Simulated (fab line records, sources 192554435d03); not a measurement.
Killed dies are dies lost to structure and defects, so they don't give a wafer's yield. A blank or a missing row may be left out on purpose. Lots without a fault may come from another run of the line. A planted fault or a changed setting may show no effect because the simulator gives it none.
Which tool did it? | flow n5_finfet | 11 lots, 32 wafers sampled, at 5 steps of a route of 1938

WHAT THE GAUGES READ, wafer by wafer
The record holds no reading of a measuring or inspecting step that can be judged against a usual standard deviation.

WHICH TOOL RAN EACH LOT (tool, then ch and the chambers of the sampled wafers, then the start)
lot  | N5_BEOL_M9_CMP_52             | N5_BEOL_M10_COAT_05               | N5_BEOL_M10_STRIP_67               | N5_BEOL_M10_HM_OPEN_17            | N5_PASSIVATION_PROBE_49
L490 | cmp-01 ch 2,3, day 10 06:47   | litho_track-05 ch 0, day 10 09:53 | rie_diel-05 ch 0,1,2, day 10 10:35 | rie_metal-02 ch 0,1, day 10 10:37 | -
L491 | cmp-01 ch 0,2, day 10 07:01   | litho_track-01 ch 0, day 10 09:47 | rie_diel-04 ch 0,3, day 10 10:21   | rie_metal-01 ch 0,1, day 10 10:23 | -
L492 | cmp-02 ch 1,2,3, day 10 10:05 | litho_track-01 ch 0, day 10 11:44 | rie_diel-04 ch 0,3, day 10 12:17   | rie_metal-02 ch 0,1, day 10 12:22 | -
L494 | cmp-02 ch 0,1,3, day 11 04:25 | litho_track-01 ch 0, day 11 07:50 | rie_diel-04 ch 1,2,3, day 11 08:35 | rie_metal-02 ch 0,1, day 11 08:38 | prober-02, day 13 15:33
L495 | cmp-01 ch 0,1,3, day 11 05:56 | litho_track-01 ch 0, day 11 08:22 | rie_diel-04 ch 1,2, day 11 09:12   | rie_metal-03 ch 0,1, day 11 09:14 | -
L496 | cmp-03 ch 1,2,3, day 11 13:34 | litho_track-05 ch 0, day 11 15:30 | rie_diel-04 ch 0,1,2, day 11 16:11 | rie_metal-03 ch 0,1, day 11 16:16 | -
L497 | cmp-02 ch 1,2,3, day 11 21:05 | litho_track-01 ch 0, day 11 23:26 | rie_diel-05 ch 0,2, day 12 00:46   | rie_metal-01 ch 0,1, day 12 00:50 | -
L500 | cmp-02 ch 1,2,3, day 12 02:40 | litho_track-02 ch 0, day 12 05:55 | rie_diel-05 ch 0,1, day 12 07:02   | rie_metal-02 ch 0,1, day 12 07:04 | -
L501 | cmp-01 ch 2,3, day 13 00:28   | litho_track-05 ch 0, day 13 03:39 | rie_diel-05 ch 0,3, day 13 04:27   | rie_metal-03 ch 0,1, day 13 04:29 | -
L502 | cmp-02 ch 0,1,3, day 13 04:59 | litho_track-02 ch 0, day 13 09:18 | rie_diel-04 ch 1,2,3, day 13 09:59 | rie_metal-03 ch 0,1, day 13 10:02 | -
L510 | cmp-03 ch 0,2,3, day 15 08:22 | litho_track-02 ch 0, day 15 10:34 | rie_diel-01 ch 0,1,2, day 15 11:53 | rie_metal-01 ch 0,1, day 15 11:56 | -
- N5_BEOL_M9_CMP_52: polishes, stops on SiCOH lowk, t overpolish 7 s, target thk 140 nm.
- N5_BEOL_M10_COAT_05: resist thk 90 nm.
- N5_BEOL_M10_STRIP_67: strips in CF4.
- N5_BEOL_M10_HM_OPEN_17: chemistry Cl2/BCl3, target TiN, target depth 20 nm, overetch 6 nm.
- N5_PASSIVATION_PROBE_49

WHAT THE TOOLS THEMSELVES READ (means of the sampled wafers that have a number; where no wafer has one, the mark that the record gives instead)
N5_BEOL_M9_CMP_52. Usual: barrier_field_endpoint_s 29.1 s, standard deviation 1; motor_current_A 6.4 A, standard deviation 0.58; overpolish_run_s 7.000 s, standard deviation 0.0083; retaining_ring_pressure_frac 1.001, standard deviation 0.0049; slurry_filter_dp_kPa 13.51 kPa, standard deviation 0.14; time_to_endpoint_s 67 s, standard deviation 4.8.
lot  | tool   | barrier_field_endpoint_s (s) | motor_current_A (A) | overpolish_run_s (s) | retaining_ring_pressure_frac | slurry_filter_dp_kPa (kPa) | time_to_endpoint_s (s) | flag
L490 | cmp-01 | 28.7                         | 6.6                 | 7.005                | 0.999                        | 13.39                      | 66                     |
L491 | cmp-01 | 28.7                         | 6.6                 | 7.004                | 0.999                        | 13.49                      | 66                     |
L492 | cmp-02 | 29.4                         | 6.3                 | 6.996                | 1.001                        | 13.41                      | 64                     |
L494 | cmp-02 | 29.0                         | 5.7                 | 7.000                | 0.999                        | 13.55                      | 68                     |
L495 | cmp-01 | 29.7                         | 6.3                 | 6.998                | 0.991                        | 13.45                      | 65                     |
L496 | cmp-03 | 29.7                         | 6.2                 | 7.003                | 0.998                        | 13.59                      | 64                     |
L497 | cmp-02 | 29.6                         | 6.1                 | 7.005                | 1.001                        | 13.55                      | 66                     |
L500 | cmp-02 | 28.3                         | 6.3                 | 7.007                | 1.005                        | 13.58                      | 67                     |
L501 | cmp-01 | 30.4                         | 6.5                 | 7.002                | 0.998                        | 13.51                      | 66                     |
L502 | cmp-02 | 28.1                         | 5.9                 | 6.993                | 1.000                        | 13.50                      | 64                     |
L510 | cmp-03 | 28.9                         | 6.9                 | 6.996                | 1.005                        | 13.47                      | 68                     |

N5_BEOL_M10_COAT_05. Usual: dispense_pressure_kPa 53.0 kPa, standard deviation 2.1; spin_speed_rpm 1500.1 rpm, standard deviation 0.89.
lot  | tool           | dispense_pressure_kPa (kPa) | spin_speed_rpm (rpm) | flag
L490 | litho_track-05 | 55.7                        | 1500.8               |
L491 | litho_track-01 | 51.1                        | 1500.1               |
L492 | litho_track-01 | 51.1                        | 1500.5               |
L494 | litho_track-01 | 51.0                        | 1426.5               | OFF
L495 | litho_track-01 | 51.0                        | 1425.6               | OFF
L496 | litho_track-05 | 55.7                        | 1500.5               |
L497 | litho_track-01 | 51.0                        | 1426.0               | OFF
L500 | litho_track-02 | 53.5                        | 1499.3               |
L501 | litho_track-05 | 55.7                        | 1500.8               |
L502 | litho_track-02 | 53.4                        | 1500.4               |
L510 | litho_track-02 | 53.5                        | 1498.7               |

N5_BEOL_M10_STRIP_67. Usual: bias_power_w 75.00 W, standard deviation 0.25; drypump_motor_current_A 5.5 A, standard deviation 0.38; oes_product_au 0.81 a.u., standard deviation 0.086; rf_vpp_V 271.1 V, standard deviation 1.6; showerhead_plenum_p_Torr 1.79 Torr, standard deviation 0.059; throttle_valve_pct 13.5 %, standard deviation 0.31.
lot  | tool        | bias_power_w (W) | drypump_motor_current_A (A) | oes_product_au (a.u.) | rf_vpp_V (V) | showerhead_plenum_p_Torr (Torr) | throttle_valve_pct (%) | flag
L490 | rie_diel-05 | 75.12            | 5.4                         | 0.75                  | 268.8        | 1.71                            | 13.7                   |
L491 | rie_diel-04 | 75.00            | 5.4                         | 0.89                  | 271.5        | 1.81                            | 13.0                   |
L492 | rie_diel-04 | 75.19            | 5.7                         | 0.88                  | 272.3        | 1.81                            | 13.1                   |
L494 | rie_diel-04 | 74.77            | 5.5                         | 0.91                  | 271.9        | 1.84                            | 13.2                   |
L495 | rie_diel-04 | 75.19            | 5.7                         | 0.94                  | 271.1        | 1.85                            | 13.4                   |
L496 | rie_diel-04 | 74.97            | 5.8                         | 0.91                  | 272.2        | 1.84                            | 13.3                   |
L497 | rie_diel-05 | 75.16            | 5.2                         | 0.71                  | 268.5        | 1.71                            | 14.0                   |
L500 | rie_diel-05 | 74.87            | 5.3                         | 0.75                  | 270.1        | 1.73                            | 13.6                   |
L501 | rie_diel-05 | 75.06            | 5.0                         | 0.81                  | 271.1        | 1.79                            | 13.7                   |
L502 | rie_diel-04 | 75.07            | 5.4                         | 0.88                  | 272.5        | 1.84                            | 13.3                   |
L510 | rie_diel-01 | 74.97            | 5.5                         | 0.77                  | 270.3        | 1.77                            | 13.6                   |

N5_BEOL_M10_HM_OPEN_17. Usual: bias_w 126.1 W, standard deviation 0.42; drypump_motor_current_A 5.8 A, standard deviation 0.41; mfc_ar_sccm 25.00 sccm, standard deviation 0.073; oes_product_au 0.66 a.u., standard deviation 0.076; throttle_valve_pct 22.29 %, standard deviation 0.23.
lot  | tool         | bias_w (W) | drypump_motor_current_A (A) | mfc_ar_sccm (sccm) | oes_product_au (a.u.) | throttle_valve_pct (%) | flag
L490 | rie_metal-02 | 126.4      | 6.1                         | 25.04              | 0.63                  | 22.52                  |
L491 | rie_metal-01 | 126.0      | 5.4                         | 25.05              | 0.65                  | 22.18                  |
L492 | rie_metal-02 | 126.0      | 6.2                         | 24.96              | 0.65                  | 22.48                  |
L494 | rie_metal-02 | 126.7      | 6.0                         | 24.95              | 0.63                  | 22.53                  |
L495 | rie_metal-03 | 126.2      | 5.9                         | 25.01              | 0.67                  | 22.29                  |
L496 | rie_metal-03 | 126.5      | 5.9                         | 25.01              | 0.67                  | 22.30                  |
L497 | rie_metal-01 | 125.5      | 5.1                         | 24.97              | 0.66                  | 22.08                  |
L500 | rie_metal-02 | 126.2      | 6.1                         | 24.98              | 0.62                  | 22.53                  |
L501 | rie_metal-03 | 126.3      | 5.9                         | 25.01              | 0.62                  | 22.27                  |
L502 | rie_metal-03 | 126.0      | 5.9                         | 25.00              | 0.66                  | 22.30                  |
L510 | rie_metal-01 | 125.8      | 5.1                         | 25.09              | 0.65                  | 22.08                  |

N5_PASSIVATION_PROBE_49. Usual: defect_limited_yield 91.1 %, standard deviation 1.6; killed_at_M0_to_M3 35, standard deviation 11; killed_at_M4_up 13, standard deviation 5.4; killed_at_contacts 13, standard deviation 6.5; killed_at_front_end 40, standard deviation 14; killed_at_other 4, standard deviation 3.1; killed_dies 105, standard deviation 18; killed_open 69, standard deviation 14; killed_short 34, standard deviation 7.3; sort_bin_5_function 5.2 %, standard deviation 0.96; sort_bin_6_memory 3.4 %, standard deviation 0.77; sort_n_pass 1075, standard deviation 19; sort_yield_pct 91.1 %, standard deviation 1.6.
lot  | tool      | defect_limited_yield (%) | killed_at_M0_to_M3 | killed_at_M4_up | killed_at_contacts | killed_at_front_end | killed_at_other | killed_dies | killed_open | killed_short | sort_bin_5_function (%) | sort_bin_6_memory (%) | sort_n_pass | sort_yield_pct (%) | flag
L494 | prober-02 | 91.9                     | 39                 | 12              | 5                  | 36                  | 2               | 95          | 64          | 30           | 4.2                     | 3.6                   | 1085        | 91.9               |

THE ANSWER, worked out from the rows above alone
Rule: a lot is off if the mean of its wafers that have a number lies more than 3 standard deviations from the usual mean. A lot without any number at a reading at which 4 lots or more have one is off too. The other lots that the step has rows for count as sound. The gauges are gone through in route order, then the tools' own readings, and for those a lot's mean is taken as printed above. The first step at which some lot is off is used, and at that step the reading that is off furthest; a lot without a number counts as furthest.
Off: L494, L495, L497, at N5_BEOL_M10_COAT_05 (spin_speed_rpm).
A tool fits if, at that step or a process step before it, it ran every lot that is off, and no sound lot after the first of them. One fits: litho_track-01 at N5_BEOL_M10_COAT_05. Its last sound lot is L492 (day 10 11:44), its first lot that is off L494 (day 11 07:50): a fault that began between those two fits.
The tool's own readings at N5_BEOL_M10_COAT_05 bear it out: on the lots that are off they differ by more than 5 times the standard deviation of the sound lots' means. spin_speed_rpm reads 1426.0 rpm there against 1500.1 rpm on the sound lots.

WHAT THE SIMULATOR HAD PUT IN
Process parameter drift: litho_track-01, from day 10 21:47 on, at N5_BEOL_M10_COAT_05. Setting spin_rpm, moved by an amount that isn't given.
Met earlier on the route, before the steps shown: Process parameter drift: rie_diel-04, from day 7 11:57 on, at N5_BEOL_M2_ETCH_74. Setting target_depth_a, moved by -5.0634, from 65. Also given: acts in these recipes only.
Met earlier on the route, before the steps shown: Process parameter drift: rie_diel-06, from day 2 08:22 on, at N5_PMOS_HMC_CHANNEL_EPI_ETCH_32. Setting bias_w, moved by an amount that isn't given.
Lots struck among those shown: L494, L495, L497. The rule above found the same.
